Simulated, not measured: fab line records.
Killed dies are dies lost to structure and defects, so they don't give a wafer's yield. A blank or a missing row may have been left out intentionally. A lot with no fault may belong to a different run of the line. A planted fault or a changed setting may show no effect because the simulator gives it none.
Split-lot study | flow n5_finfet | 7 lots, 21 wafers read, on a route of 1938 steps

== THE SPLIT ITSELF ==
At N5_BEOL_M12_SPUTTER_44 (material Ta, target thk 10 nm, time 16.13 s), the setting time_s was moved away from the recipe's 16.13 s on 6 of the 21 wafers read, by -10.4% to +6.3%. The other wafers ran this setting at the recipe's value.

The split's own step is where the reading is taken.

== THE READING ==
Ta_of_BEOL_M12_SPUTTER_44.thk_nm (the simulator's own value, which no gauge read), in nm, at N5_BEOL_M12_SPUTTER_44 (material Ta, target thk 10 nm, time 16.13 s). The file does not state a usual value for it. Average 10.1 nm, standard deviation 0.16 nm, over the 15 wafers here run with the recipe.

wafer  | tool, chamber at the split | time_s as run, s | against the recipe | Ta_of_BEOL_M12_SPUTTER_44.thk_nm, nm | against lot-mates on the recipe
L076.3 | pvd_sputter-01, -          | 16.13            | recipe             | 10                                   | -
L076.5 | pvd_sputter-01, -          | 16.13            | recipe             | 10                                   | -
L076.4 | pvd_sputter-01, -          | 16.13            | recipe             | 10.2                                 | -
L078.2 | pvd_sputter-02, -          | 17.14            | +6.3%              | 10.4                                 | +0.4
L078.4 | pvd_sputter-02, -          | 17.14            | +6.3%              | 10.4                                 | +0.4
L078.3 | pvd_sputter-02, -          | 16.13            | recipe             | 10                                   | -
L080.2 | pvd_sputter-03, -          | 16.13            | recipe             | 10                                   | -
L080.3 | pvd_sputter-03, -          | 16.13            | recipe             | 10.2                                 | -
L080.4 | pvd_sputter-03, -          | 16.13            | recipe             | 10.6                                 | -
L083.2 | pvd_sputter-02, -          | 14.87            | -7.8%              | 9.4                                  | -0.7
L083.3 | pvd_sputter-02, -          | 16.13            | recipe             | 10                                   | -
L083.6 | pvd_sputter-02, -          | 16.13            | recipe             | 10.2                                 | -
L084.1 | pvd_sputter-03, -          | 16.13            | recipe             | 10.2                                 | -
L084.2 | pvd_sputter-03, -          | 14.46            | -10.4%             | 9.6                                  | -0.6
L084.3 | pvd_sputter-03, -          | 14.46            | -10.4%             | 9.2                                  | -1.0
L087.1 | pvd_sputter-03, -          | 15.32            | -5.0%              | 9.6                                  | -0.6
L087.2 | pvd_sputter-03, -          | 16.13            | recipe             | 10.2                                 | -
L087.4 | pvd_sputter-03, -          | 16.13            | recipe             | 10.2                                 | -
L090.1 | pvd_sputter-01, -          | 16.13            | recipe             | 10                                   | -
L090.2 | pvd_sputter-01, -          | 16.13            | recipe             | 10                                   | -
L090.3 | pvd_sputter-01, -          | 16.13            | recipe             | 10                                   | -

FIT RESULTS
A straight line over all 21 wafers: Ta_of_BEOL_M12_SPUTTER_44.thk_nm changes by +0.0685 nm for each +1% of time_s; r = +0.87; the points scatter about the line by 0.17 nm.
The same after taking each lot's own level away (the mean of its wafers on the recipe; 21 wafers): +0.0781 nm for each +1%; r = +0.92; scatter 0.14 nm.
On that fit, the largest move of time_s shifts the reading by 0.81 nm.
The span of the lots' own levels, 10.00 to 10.27 nm, comes to 1.7 times the standard deviation stated above.
So the lot-to-lot level changes the slope: the two fits differ.
Check: with one of the wafers moved furthest among these (-10.4%) left out of the fit, the line predicts -0.925 nm for it against its lot-mates. Against them it came out at -0.6 nm.

== FURTHER SPLITS ON THESE WAFERS ==
These wafers also went through other splits before the reading. Each is held against what the fit with the lots' levels taken away leaves over:
other split on the same wafers | wafers away from the commonest value | r with Ta_of_BEOL_M12_SPUTTER_44.thk_nm (lot level and that fit taken away)
N5_BEOL_M8_COAT_22 spin_rpm    | 5                                    | +0.22
N5_BEOL_M9_COAT_05 spin_rpm    | 10                                   | +0.00
N5_BEOL_M10_COAT_63 spin_rpm   | 4                                    | +0.06
N5_BEOL_M10_COAT_22 spin_rpm   | 8                                    | -0.23
N5_BEOL_M11_ETCH_41 time_s     | 6                                    | +0.12
N5_BEOL_M12_ETCH_38 time_s     | 8                                    | +0.13

== FILE'S OWN FIT ==
Ta_of_BEOL_M12_SPUTTER_44.thk_nm changes by +0.0828 nm for each +1% of time_s, r = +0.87.
